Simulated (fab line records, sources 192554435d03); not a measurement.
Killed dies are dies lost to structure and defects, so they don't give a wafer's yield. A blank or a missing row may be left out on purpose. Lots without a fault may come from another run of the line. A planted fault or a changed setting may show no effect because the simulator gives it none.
Which tool did it? | flow n5_finfet | 24 lots, 72 wafers sampled, at 1 step of a route of 1938

WHAT THE GAUGES READ, wafer by wafer
N5_HKMG_FIN_INSPECT_14: inspects for defects (macro).
lot  | measured    | on                | raw_defect_count
L074 | day 4 03:23 | defect_inspect-01 | 6 1 0
L075 | day 4 13:41 | defect_inspect-02 | 3 1 4
L076 | day 4 17:11 | defect_inspect-01 | 3 2 6
L077 | day 4 21:16 | defect_inspect-01 | 2 1 2
L078 | day 5 02:05 | defect_inspect-02 | 2 3 2
L079 | day 5 09:02 | defect_inspect-01 | 2 2 1
L080 | day 5 15:25 | defect_inspect-02 | 0 0 1
L081 | day 5 21:46 | defect_inspect-02 | 1 3 2
L082 | day 6 06:54 | defect_inspect-02 | 0 0 2
L083 | day 6 09:02 | defect_inspect-02 | 3 0 2
L084 | day 6 16:08 | defect_inspect-01 | 1 9 1
L085 | day 6 18:51 | defect_inspect-02 | 2 3 2
L086 | day 7 04:38 | defect_inspect-01 | 3 0 1
L087 | day 7 10:18 | defect_inspect-01 | 0 3 2
L088 | day 7 16:20 | defect_inspect-01 | 1 2 1
L089 | day 7 23:55 | defect_inspect-02 | 4 2 1
L090 | day 8 02:38 | defect_inspect-02 | 1 1 2
L091 | day 8 09:17 | defect_inspect-02 | 3 1 1
L092 | day 8 12:56 | defect_inspect-02 | 0 1 3
L093 | day 8 23:51 | defect_inspect-02 | 2 1 3
L094 | day 9 01:20 | defect_inspect-02 | 0 1 4
L095 | day 9 07:57 | defect_inspect-01 | 2 3 3
L096 | day 9 19:31 | defect_inspect-01 | 1 4 1
L097 | day 9 23:16 | defect_inspect-02 | 2 0 1

WHICH TOOL RAN EACH LOT (tool, then ch and the chambers of the sampled wafers, then the start)
The record holds no process step before these readings.

WHAT THE TOOLS THEMSELVES READ (means of the sampled wafers that have a number; where no wafer has one, the mark that the record gives instead)
The record holds no such reading with a usual standard deviation.

THE ANSWER, worked out from the rows above alone
Rule: what is usual is taken from the lots themselves. Put in order of their means at a reading, lots are off if they are a third of the lots or fewer, leave a main group of 4 or more, and stand apart from it by a gap of 3 or more times the standard deviation of the main group's means; of several such gaps the widest counts. A main group whose means are all the same, to the digits that the tables above print for the reading, isn't used. A lot without any number at a reading at which 4 lots or more have one is off too. The other lots that the step has rows for count as sound. The gauges are gone through in route order, then the tools' own readings, and for those a lot's mean is taken as printed above. The first step at which some lot is off is used, and at that step the reading that is off furthest; a lot without a number counts as furthest.
No lot is off at any reading shown: from this, nothing can be told.

WHAT THE SIMULATOR HAD PUT IN
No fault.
